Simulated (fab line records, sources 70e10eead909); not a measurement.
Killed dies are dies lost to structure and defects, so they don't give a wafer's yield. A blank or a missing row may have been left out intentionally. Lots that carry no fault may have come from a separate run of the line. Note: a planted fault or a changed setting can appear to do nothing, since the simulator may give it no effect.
fab line records	flow nand_harc
record lots=14	wafers=40	last_day=33
route steps=1302 shown A_SOURCE_PLATE@423 A_ONON_D1@439
lots that met no fault: taken from a fault-free run of the same line
start_h: start of the lot's first displayed wafer, in hours after the record's first day	wait_h: hours elapsed since this lot's preceding step	" unchanged from the row above	L1.1+2: several wafers, shown together as one row	- no value present, or no start provided	* or withheld: withheld	< > ~ a bound
route shown NAME@n: names a module that has steps shown in the file, with the first one's number in the route	usual: mean/standard deviation taken from wafers without a fault	same: alike in all rows	chamber/n: place in a boat	sites: readings site by site	_std_site: standard deviation across them	_edge_site: the outer-site mean with the inner-site mean subtracted	radius_mm: for every site, how far away it sits from the centre of the wafer	mask NAME#n: copy n	behind: the tool/chamber that last shaped the wafer	hold: why the lot went on hold/how many hours it stayed there/how the hold came to an end	device: which transistor (n, p or np) failed to switch	end of line: the route-end tests of the same wafers	a step with no rows: only its recipe	killed: at the first sort, the dies lost to defects and structure; wafer yield is something else	map: the dies of a wafer, with x for killed, . for not killed, _ for no die there
set.NAME: the setting that was run; set.NAME@STEP: the one run at that earlier step	model.NAME: the simulator's own value behind a step, which no gauge read
a sample of lots followed through the steps of the route, with each step as a table and each wafer as a row
services: from which hour (start_h, from the record's first day; less than 0 if before it) a tool's chamber was out of use, for how many hours, and why
## steps
# step NHARC_A_SOURCE_PLATE_INSPECT_08
# usual raw_defect_count=66/25
lot.wafer	tool	chamber	start_h	wait_h	raw_defect_count
L119.1	defect_inspect-02	-	174.96	0.0	66
L119.2	"	-	"	"	61
L119.4	"	-	"	"	43
L118.2	defect_inspect-01	-	174.96	0.0	128
L118.4	"	-	"	"	112
L118.5	"	-	"	"	90
L120.3	defect_inspect-01	-	190.51	0.0	134
L120.4	"	-	"	"	88
L120.5	"	-	"	"	85
L121.1	defect_inspect-02	-	197.37	0.0	17
L121.3	"	-	"	"	35
L121.4	"	-	"	"	76
L122.1	defect_inspect-02	-	217.70	0.0	28
L122.2	"	-	"	"	37
L122.3	"	-	"	"	36
L123.2	defect_inspect-02	-	223.57	0.0	49
L123.3	"	-	"	"	55
L123.5	"	-	"	"	72
L124.3	defect_inspect-01	-	236.69	0.0	77
L124.5	"	-	"	"	100
L124.6	"	-	"	"	80
L126.2	defect_inspect-02	-	254.91	0.0	98
L126.3	"	-	"	"	59
L126.6	"	-	"	"	61
L129.2	defect_inspect-02	-	278.85	0.0	37
L129.5	"	-	"	"	58
L129.6	"	-	"	"	50
L132.4	defect_inspect-02	-	319.45	0.0	39
L132.5	"	-	"	"	59
L133.2	defect_inspect-01	-	326.20	0.0	45
L133.6	"	-	"	"	33
L137.1	defect_inspect-02	-	358.00	0.0	60
L137.2	"	-	"	"	84
L137.5	"	-	"	"	113
L139.2	defect_inspect-02	-	376.28	0.0	67
L139.3	"	-	"	"	121
L139.4	"	-	"	"	50
L140.2	defect_inspect-02	-	392.80	0.0	50
L140.3	"	-	"	"	38
L140.6	"	-	"	"	73
# step NHARC_A_ONON_D1_THK_MEAS_21
# recipe thk_meas_gauge=ellipsometry
# usual thk_nm=999/9
lot.wafer	tool	chamber	start_h	wait_h	thk_nm
L119.1	film_metro-01	-	188.22	-	980
L119.2	"	-	"	"	981
L119.4	"	-	"	"	983
L118.2	film_metro-02	-	188.23	-	1013
L118.4	"	-	"	"	1013
L118.5	"	-	"	"	1012
L120.3	film_metro-02	-	201.66	-	990
L120.4	"	-	"	"	989
L120.5	"	-	"	"	990
L121.1	film_metro-02	-	208.55	-	997
L121.3	"	-	"	"	997
L121.4	"	-	"	"	996
L122.1	film_metro-01	-	232.20	-	985
L122.2	"	-	"	"	984
L122.3	"	-	"	"	984
L123.2	film_metro-01	-	232.23	-	1003
L123.3	"	-	"	"	1002
L123.5	"	-	"	"	1003
L124.3	film_metro-01	-	248.89	-	1019
L124.5	"	-	"	"	1016
L124.6	"	-	"	"	1019
L126.2	film_metro-01	-	265.88	-	994
L126.3	"	-	"	"	993
L126.6	"	-	"	"	996
L129.2	film_metro-02	-	290.29	-	996
L129.5	"	-	"	"	995
L129.6	"	-	"	"	996
L132.4	film_metro-01	-	330.63	-	1011
L132.5	"	-	"	"	1011
L133.2	film_metro-02	-	337.76	-	994
L133.6	"	-	"	"	993
L137.1	film_metro-02	-	369.43	-	1003
L137.2	"	-	"	"	1004
L137.5	"	-	"	"	1004
L139.2	film_metro-01	-	387.52	-	998
L139.3	"	-	"	"	998
L139.4	"	-	"	"	998
L140.2	film_metro-01	-	407.94	-	988
L140.3	"	-	"	"	988
L140.6	"	-	"	"	990
# step NHARC_A_ONON_D1_THK_MEAS_27
# recipe thk_meas_gauge=ellipsometry
# usual thk_nm=1002/11
lot.wafer	tool	chamber	start_h	wait_h	thk_nm
L119.1	film_metro-01	-	189.36	-	995
L119.2	"	-	"	"	999
L119.4	"	-	"	"	997
L118.2	film_metro-02	-	189.37	-	1005
L118.4	"	-	"	"	1005
L118.5	"	-	"	"	1005
L120.3	film_metro-02	-	202.79	-	1002
L120.4	"	-	"	"	1005
L120.5	"	-	"	"	1005
L121.1	film_metro-01	-	209.69	-	1016
L121.3	"	-	"	"	1019
L121.4	"	-	"	"	1016
L122.1	film_metro-01	-	233.34	-	999
L122.2	"	-	"	"	999
L122.3	"	-	"	"	995
L123.2	film_metro-01	-	233.35	-	993
L123.3	"	-	"	"	994
L123.5	"	-	"	"	993
L124.3	film_metro-02	-	250.10	-	992
L124.5	"	-	"	"	992
L124.6	"	-	"	"	990
L126.2	film_metro-01	-	267.01	-	1011
L126.3	"	-	"	"	1016
L126.6	"	-	"	"	1013
L129.2	film_metro-01	-	291.43	-	1022
L129.5	"	-	"	"	1018
L129.6	"	-	"	"	1017
L132.4	film_metro-01	-	331.76	-	1013
L132.5	"	-	"	"	1013
L133.2	film_metro-02	-	338.91	-	995
L133.6	"	-	"	"	993
L137.1	film_metro-01	-	370.82	-	993
L137.2	"	-	"	"	994
L137.5	"	-	"	"	991
L139.2	film_metro-02	-	388.67	-	1000
L139.3	"	-	"	"	999
L139.4	"	-	"	"	1000
L140.2	film_metro-02	-	409.08	-	1012
L140.3	"	-	"	"	1012
L140.6	"	-	"	"	1012
# step NHARC_A_ONON_D1_DEP_28
# recipe target_thk_a=10000	n2_flow_sccm=2750	n2o_flow_sccm=2000	nh3_flow_sccm=500	sih4_flow_sccm=210	temp_c=400
lot.wafer	tool	chamber	start_h	wait_h
L119.1+2+4	pecvd_onon-03	0	189.42	0.1
L118.2+4+5	pecvd_onon-01	0	189.48	0.1
L120.3+4+5	pecvd_onon-02	0	202.96	0.2
L121.1+3+4	pecvd_onon-02	0	209.75	0.1
L122.1+2+3	pecvd_onon-02	0	233.40	0.1
L123.2+3+5	pecvd_onon-01	0	233.46	0.1
L124.3+5+6	pecvd_onon-03	0	250.27	0.2
L126.2+3+6	pecvd_onon-01	0	267.13	0.1
L129.2+5+6	pecvd_onon-01	0	291.55	0.1
L132.4+5	pecvd_onon-02	0	331.99	0.2
L133.2+6	pecvd_onon-02	0	339.02	0.1
L137.1+2+5	pecvd_onon-01	0	370.88	0.1
L139.2+3+4	pecvd_onon-01	0	388.78	0.1
L140.2+3+6	pecvd_onon-01	0	409.19	0.1
# step NHARC_A_ONON_D1_THK_MEAS_30
# recipe thk_meas_gauge=ellipsometry
# usual thk_nm=998/9.9
lot.wafer	tool	chamber	start_h	wait_h	thk_nm
L119.1	film_metro-02	-	189.92	-	999
L119.2	"	-	"	"	999
L119.4	"	-	"	"	1000
L118.2	film_metro-02	-	189.93	-	1001
L118.4	"	-	"	"	1002
L118.5	"	-	"	"	1000
L120.3	film_metro-02	-	203.36	-	987
L120.4	"	-	"	"	987
L120.5	"	-	"	"	987
L121.1	film_metro-01	-	210.26	-	972
L121.3	"	-	"	"	973
L121.4	"	-	"	"	973
L123.2	film_metro-01	-	233.91	-	998
L123.3	"	-	"	"	1000
L123.5	"	-	"	"	999
L122.1	film_metro-02	-	233.91	-	994
L122.2	"	-	"	"	994
L122.3	"	-	"	"	993
L124.3	film_metro-02	-	250.67	-	1015
L124.5	"	-	"	"	1015
L124.6	"	-	"	"	1016
L126.2	film_metro-01	-	267.58	-	995
L126.3	"	-	"	"	998
L126.6	"	-	"	"	994
L129.2	film_metro-01	-	292.00	-	997
L129.5	"	-	"	"	996
L129.6	"	-	"	"	998
L132.4	film_metro-01	-	332.32	-	997
L132.5	"	-	"	"	1029
L133.2	film_metro-02	-	339.48	-	1012
L133.6	"	-	"	"	1044
L137.1	film_metro-02	-	371.39	-	1001
L137.2	"	-	"	"	999
L137.5	"	-	"	"	999
L139.2	film_metro-01	-	389.24	-	1003
L139.3	"	-	"	"	1003
L139.4	"	-	"	"	1003
L140.2	film_metro-02	-	409.64	-	996
L140.3	"	-	"	"	995
L140.6	"	-	"	"	995
## services
tool	chamber	start_h	hours	kind
pecvd_onon-01	-	167.42	1.8	repair
pecvd_onon-03	-	168.10	8.3	repair
pecvd_onon-02	-	185.00	13.0	pm
pecvd_onon-03	-	227.34	13.0	pm
pecvd_onon-01	-	269.13	13.0	pm
pecvd_onon-03	-	361.56	11.3	repair
pecvd_onon-02	-	366.00	13.0	pm
pecvd_onon-03	-	408.34	13.0	pm
## key
first_sign step=NHARC_A_ONON_D1_THK_MEAS_30	reading=thk_nm	direction=up	sigmas=3.8	usual=998	struck=1036
effect none on later readings
met_at NHARC_A_ONON_D1_DEP_28
struck_lots L132,L133
struck_wafers L132.5,L133.6
sort_left_out L132.5,L133.6
tester_left_out L132,L133
not_acting_at NHARC_A_SOURCE_PLATE_INSPECT_08,NHARC_A_ONON_D1_THK_MEAS_21,NHARC_A_ONON_D1_THK_MEAS_27
onset_between 233.40 331.99
fault kind=process_parameter_drift	tool=pecvd_onon-02	chamber=-	onset_h=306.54	steps=NHARC_A_ONON_D1_DEP_28	channel=target_thk_a	offset=*	shape=step	end_h=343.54	scope=struck_wafers_only	acts_in=*	stated=*
# tester_left_out: of these lots the tester's yield and bins aren't shown, on N5 and GAA mostly nor the transistor test; their killed dies are dies lost to structure and defects alone, not to doping, threshold or leakage, so they don't give the yield
# sort_left_out: the simulated sort isn't trusted on such a fault, so these wafers' sort isn't shown, and their yield isn't known
